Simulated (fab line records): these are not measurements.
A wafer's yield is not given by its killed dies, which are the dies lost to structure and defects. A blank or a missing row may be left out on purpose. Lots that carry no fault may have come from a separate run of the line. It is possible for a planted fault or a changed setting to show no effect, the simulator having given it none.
Matching of chambers ; flow nandHarc ; aldHk-04 running NHARC_A_CHANNEL_FILL_D1_ALD_25: 4 sister chambers
The step deposits SiOx, target thk 60 nm, pulse time 10 s, ald cycles 600. 24 wafers are shown with their chamber, then 12 later ones without.

## WAFERS, EACH WITH ITS CHAMBER
wafer;chamber;heaterPowerW (W);precursorPulseHeightRel
L077.2;0;532;1.014
L077.4;1;514;0.999
L077.6;0;526;1.004
L080.3;2;509;1.010
L080.4;3;527;1.012
L080.5;3;547;1.025
L081.2;1;503;0.991
L081.5;3;539;0.955
L081.6;2;516;0.990
L084.1;2;522;0.984
L084.3;1;518;0.972
L084.4;0;529;0.994
L086.4;3;533;0.998
L086.1;1;523;1.001
L086.2;2;512;0.999
L086.3;0;541;1.049
L086.5;3;541;0.961
L086.6;0;512;0.997
L090.4;2;519;0.981
L090.5;1;513;0.989
L090.6;0;543;0.996
L087.4;1;502;0.986
L087.2;2;508;0.995
L087.3;3;539;1.006

SIGNATURES, as means of the wafers listed above
reading;chamber 0;chamber 1;chamber 2;chamber 3;scatter within a chamber
heaterPowerW;530.50;512.17;514.33;537.67;8.28
precursorPulseHeightRel;1.00900;0.98967;0.99317;0.99283;0.0192
Rule: distance of a wafer from a chamber = root of the sum over the readings of ((wafer's reading minus chamber's mean) / reading's scatter) squared. The wafer belongs to the nearest chamber; if the next one is less than 2 further off, it can't be placed. The scatter: take each reading less its chamber's mean, square it, sum over the shown wafers, divide by the number of wafers less the number of chambers, and take the root.

## WAFERS WHOSE CHAMBER IS MISSING
wafer;heaterPowerW (W);precursorPulseHeightRel
L087.1;526;1.011
L087.6;517;0.956
L087.5;524;0.999
L093.1;514;1.061
L093.2;554;1.023
L093.6;535;1.023
L096.3;526;0.978
L096.1;545;1.034
L096.2;542;1.011
L096.4;512;1.004
L096.5;528;1.022
L096.6;548;1.014

## WHICH CHAMBER EACH ONE RAN IN
wafer;from the rows above;in truth
L087.1;can't be placed: 0 or 2 or 3 or 1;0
L087.6;can't be placed: 1 or 2 or 3 or 0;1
L087.5;can't be placed: 0 or 2 or 1 or 3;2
L093.1;can't be placed: 0 or 2 or 1 or 3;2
L093.2;can't be placed: 3 or 0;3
L093.6;can't be placed: 0 or 3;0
L096.3;can't be placed: 3 or 2 or 0 or 1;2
L096.1;can't be placed: 0 or 3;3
L096.2;can't be placed: 3 or 0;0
L096.4;can't be placed: 2 or 1 or 0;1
L096.5;can't be placed: 0 or 3 or 2 or 1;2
L096.6;can't be placed: 3 or 0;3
Placed correctly: 0 of 12. Cannot be placed on the basis of these rows: 12; the candidates contain the true chamber in 12. Wrongly placed: 0.
